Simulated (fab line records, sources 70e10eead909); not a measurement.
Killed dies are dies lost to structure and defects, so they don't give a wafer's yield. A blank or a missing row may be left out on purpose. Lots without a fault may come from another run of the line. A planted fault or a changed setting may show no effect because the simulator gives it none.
Which tool did it? | flow nand_harc | 12 lots, 36 wafers sampled, at 5 steps of a route of 1302

WHAT THE GAUGES READ, wafer by wafer
NHARC_A_SLIT_INSPECT_11. Usual: raw_defect_count 49, standard deviation 29.
lot  | measured     | on                | raw_defect_count | flag
L928 | day 20 22:16 | defect_inspect-01 | 17 14 12         |
L927 | day 20 22:25 | defect_inspect-02 | 107 114 126      |
L929 | day 21 06:52 | defect_inspect-02 | 51 62 76         |
L930 | day 21 15:26 | defect_inspect-01 | 75 76 66         |
L931 | day 21 19:11 | defect_inspect-01 | 21 31 28         |
L933 | day 22 07:59 | defect_inspect-02 | 119 109 126      |
L932 | day 22 08:11 | defect_inspect-01 | 23 21 23         |
L934 | day 22 21:57 | defect_inspect-01 | 73 66 70         |
L935 | day 23 10:04 | defect_inspect-02 | 71 82 76         |
L936 | day 23 20:26 | defect_inspect-01 | 41 36 29         |
L947 | day 27 15:48 | defect_inspect-02 | 34 24 30         |
L946 | day 27 16:13 | defect_inspect-02 | 76 79 60         |

NHARC_END_SORT_01. Usual: killed_at_array 50, standard deviation 18; killed_at_other 0.8, standard deviation 1.1; killed_at_periphery 4.1, standard deviation 2.9; killed_dies 55, standard deviation 18; killed_open 3.5, standard deviation 1.9; killed_short 2.4, standard deviation 1.5.
lot  | measured     | on        | killed_at_array | killed_at_other | killed_at_periphery | killed_dies | killed_open | killed_short | flag
L928 | day 25 15:47 | prober-01 | 39 37 36        | 0 1 1           | 8 6 4               | 47 44 41    | 6 6 1       | 3 1 5        |
L927 | day 25 15:43 | prober-02 | 60 56 66        | 0 0 2           | 1 5 2               | 61 61 70    | 6 5 2       | 0 0 3        |
L929 | day 26 03:46 | prober-02 | 75 69 69        | 0 0 0           | 2 3 1               | 77 72 70    | 5 2 3       | 3 2 3        |
L930 | day 26 03:49 | prober-01 | 48 46 49        | 0 0 2           | 2 2 6               | 50 48 57    | 3 1 4       | 1 1 6        |
L931 | day 26 19:43 | prober-01 | 28 22 21        | 1 0 0           | 5 10 8              | 34 32 29    | 4 5 5       | 4 1 2        |
L933 | day 27 09:45 | prober-02 | 84 80 76        | 1 0 0           | 14 1 8              | 99 81 84    | 6 2 5       | 1 1 5        |
L932 | day 27 08:54 | prober-01 | 22 25 28        | 3 0 1           | 4 5 2               | 29 30 31    | 6 4 8       | 2 5 1        |
L934 | day 27 23:14 | prober-01 | 83 75 70        | 1 0 2           | 4 1 3               | 88 76 75    | 3 3 2       | 1 4 0        |
L935 | day 27 23:31 | prober-02 | 59 56 59        | 0 2 1           | 4 3 4               | 63 61 64    | 6 1 8       | 5 3 3        |
L936 | day 28 22:08 | prober-02 | 45 54 59        | 0 2 3           | 3 8 2               | 48 64 64    | 4 4 1       | 0 2 6        |
L947 | day 32 04:27 | prober-02 | 40 30 27        | 0 1 0           | 6 4 2               | 46 35 29    | 3 2 1       | 3 0 2        |
L946 | day 32 19:11 | prober-01 | 54 57 51        | 2 4 1           | 8 14 8              | 64 75 60    | 2 6 3       | 3 2 1        |

WHICH TOOL RAN EACH LOT (tool, then ch and the chambers of the sampled wafers, then the start)
lot  | NHARC_A_SLIT_DESCUM_14             | NHARC_A_WL_FILL_ALD_02              | NHARC_A_WL_FILL_CVD_03
L928 | rie_diel-09 ch 1,2,3, day 20 22:20 | ald_metal-04 ch 1,2,3, day 21 12:02 | cvd_w-02 ch 0,1, day 21 12:25
L927 | rie_diel-11 ch 0,1,3, day 20 22:29 | ald_metal-03 ch 0,1,2, day 21 12:19 | cvd_w-01 ch 0,1, day 21 12:49
L929 | rie_diel-09 ch 0,1, day 21 06:56   | ald_metal-02 ch 0,2,3, day 22 00:06 | cvd_w-01 ch 0,1, day 22 00:28
L930 | rie_diel-11 ch 0,2,3, day 21 15:30 | ald_metal-03 ch 0,2,3, day 22 04:57 | cvd_w-02 ch 0,1, day 22 05:26
L931 | rie_diel-11 ch 2,3, day 21 19:15   | ald_metal-02 ch 2,3, day 22 08:56   | cvd_w-02 ch 0,1, day 22 09:22
L933 | rie_diel-08 ch 0,2,3, day 22 08:04 | ald_metal-03 ch 0,1,3, day 22 23:27 | cvd_w-02 ch 0,1, day 22 23:55
L932 | rie_diel-09 ch 0,1,2, day 22 08:16 | ald_metal-04 ch 1,2,3, day 22 23:02 | cvd_w-01 ch 0,1, day 22 23:35
L934 | rie_diel-11 ch 1,2,3, day 22 22:01 | ald_metal-02 ch 1,2,3, day 23 13:41 | cvd_w-02 ch 0,1, day 23 14:02
L935 | rie_diel-09 ch 1,3, day 23 10:08   | ald_metal-02 ch 1,2, day 24 00:04   | cvd_w-02 ch 1, day 24 00:33
L936 | rie_diel-09 ch 1,3, day 23 20:30   | ald_metal-03 ch 2,3, day 24 09:58   | cvd_w-02 ch 1, day 24 10:24
L947 | rie_diel-11 ch 1,2,3, day 27 15:53 | ald_metal-03 ch 0,1, day 28 05:24   | cvd_w-01 ch 0,1, day 28 05:56
L946 | rie_diel-08 ch 1,2, day 27 16:16   | ald_metal-03 ch 2,3, day 28 09:11   | cvd_w-01 ch 0,1, day 28 09:40
- NHARC_A_SLIT_DESCUM_14: chemistry O2, time 3 s.
- NHARC_A_WL_FILL_ALD_02: deposits TiN, target thk 2 nm, pulse time 3 s, ald cycles 100.
- NHARC_A_WL_FILL_CVD_03: deposits W, target thk 40 nm, time 279 s.

WHAT THE TOOLS THEMSELVES READ (means of the sampled wafers that have a number; where no wafer has one, the mark that the record gives instead)
NHARC_A_SLIT_DESCUM_14. Usual: chamber_pressure_mTorr 60.00 mTorr, standard deviation 0.054; drypump_motor_current_A 5.7 A, standard deviation 0.55; mfc_ar_sccm 0.009 sccm, standard deviation 0.016; oes_product_au 1.001 a.u., standard deviation 0.008; rf_vpp_V 57.9 V, standard deviation 0.91; showerhead_plenum_p_Torr 1.95 Torr, standard deviation 0.071; throttle_valve_pct 11.312 %, standard deviation 0.0086.
lot  | tool        | chamber_pressure_mTorr (mTorr) | drypump_motor_current_A (A) | mfc_ar_sccm (sccm) | oes_product_au (a.u.) | rf_vpp_V (V) | showerhead_plenum_p_Torr (Torr) | throttle_valve_pct (%) | flag
L928 | rie_diel-09 | 60.03                          | 5.3                         | 0.000              | 0.994                 | 58.6         | 2.02                            | 11.313                 |
L927 | rie_diel-11 | 59.99                          | 6.2                         | 0.012              | 1.012                 | 57.6         | 1.94                            | 11.317                 |
L929 | rie_diel-09 | 60.06                          | 5.4                         | 0.000              | 0.998                 | 58.6         | 1.99                            | 11.308                 |
L930 | rie_diel-11 | 59.98                          | 5.8                         | 0.012              | 1.003                 | 57.9         | 1.92                            | 11.320                 |
L931 | rie_diel-11 | 59.96                          | 6.3                         | 0.025              | 1.006                 | 56.9         | 1.92                            | 11.311                 |
L933 | rie_diel-08 | 60.01                          | 5.6                         | 0.020              | 0.998                 | 58.0         | 1.84                            | 11.311                 |
L932 | rie_diel-09 | 59.92                          | 5.2                         | 0.000              | 0.989                 | 57.5         | 2.01                            | 11.307                 |
L934 | rie_diel-11 | 60.04                          | 6.3                         | 0.012              | 0.990                 | 57.8         | 1.90                            | 11.318                 |
L935 | rie_diel-09 | 60.01                          | 5.4                         | 0.000              | 0.988                 | 58.6         | 2.03                            | 11.306                 |
L936 | rie_diel-09 | 60.03                          | 5.6                         | 0.000              | 1.010                 | 58.4         | 2.01                            | 11.303                 |
L947 | rie_diel-11 | 60.05                          | 6.3                         | 0.012              | 0.992                 | 57.8         | 1.90                            | 11.317                 |
L946 | rie_diel-08 | 60.01                          | 5.3                         | 0.026              | 1.009                 | 59.0         | 1.95                            | 11.311                 |

NHARC_A_WL_FILL_ALD_02. Usual: heater_power_w 1099 W, standard deviation 73; precursor_pulse_height_rel 1.001, standard deviation 0.022.
lot  | tool         | heater_power_w (W) | precursor_pulse_height_rel | flag
L928 | ald_metal-04 | 1037               | 1.008                      |
L927 | ald_metal-03 | 1104               | 1.000                      |
L929 | ald_metal-02 | 1079               | 0.994                      |
L930 | ald_metal-03 | 1126               | 0.994                      |
L931 | ald_metal-02 | 1096               | 0.999                      |
L933 | ald_metal-03 | 1093               | 1.000                      |
L932 | ald_metal-04 | 1038               | 0.995                      |
L934 | ald_metal-02 | 1091               | 1.010                      |
L935 | ald_metal-02 | 1081               | 0.992                      |
L936 | ald_metal-03 | 1191               | 0.990                      |
L947 | ald_metal-03 | 1044               | 0.983                      |
L946 | ald_metal-03 | 1183               | 0.985                      |

NHARC_A_WL_FILL_CVD_03. Usual: heater_power_w 462 W, standard deviation 49; mfc_ar_sccm 1560 sccm, standard deviation 4; mfc_h2_sccm 1599 sccm, standard deviation 5.5; throttle_valve_pct 7.94 %, standard deviation 0.23.
lot  | tool     | heater_power_w (W) | mfc_ar_sccm (sccm) | mfc_h2_sccm (sccm) | throttle_valve_pct (%) | flag
L928 | cvd_w-02 | 418                | 1560               | 1596               | 7.89                   |
L927 | cvd_w-01 | 515                | 1561               | 1594               | 8.03                   |
L929 | cvd_w-01 | 524                | 1565               | 1598               | 8.16                   |
L930 | cvd_w-02 | 418                | 1564               | 1596               | 7.89                   |
L931 | cvd_w-02 | 417                | 1556               | 1598               | 7.80                   |
L933 | cvd_w-02 | 426                | 1563               | 1606               | 7.89                   |
L932 | cvd_w-01 | 523                | 1561               | 1604               | 8.03                   |
L934 | cvd_w-02 | 428                | 1557               | 1598               | 8.05                   |
L935 | cvd_w-02 | 418                | 1565               | 1596               | 7.78                   |
L936 | cvd_w-02 | 417                | 1560               | 1597               | 7.89                   |
L947 | cvd_w-01 | 535                | 1558               | 1597               | 8.34                   |
L946 | cvd_w-01 | 516                | 1559               | 1602               | 7.97                   |

THE ANSWER, worked out from the rows above alone
Rule: a lot is off if the mean of its wafers that have a number lies more than 3 standard deviations from the usual mean. A lot without any number at a reading at which 4 lots or more have one is off too. The other lots that the step has rows for count as sound. The gauges are gone through in route order, then the tools' own readings, and for those a lot's mean is taken as printed above. The first step at which some lot is off is used, and at that step the reading that is off furthest; a lot without a number counts as furthest.
No lot is off at any reading shown: from this, nothing can be told.

WHAT THE SIMULATOR HAD PUT IN
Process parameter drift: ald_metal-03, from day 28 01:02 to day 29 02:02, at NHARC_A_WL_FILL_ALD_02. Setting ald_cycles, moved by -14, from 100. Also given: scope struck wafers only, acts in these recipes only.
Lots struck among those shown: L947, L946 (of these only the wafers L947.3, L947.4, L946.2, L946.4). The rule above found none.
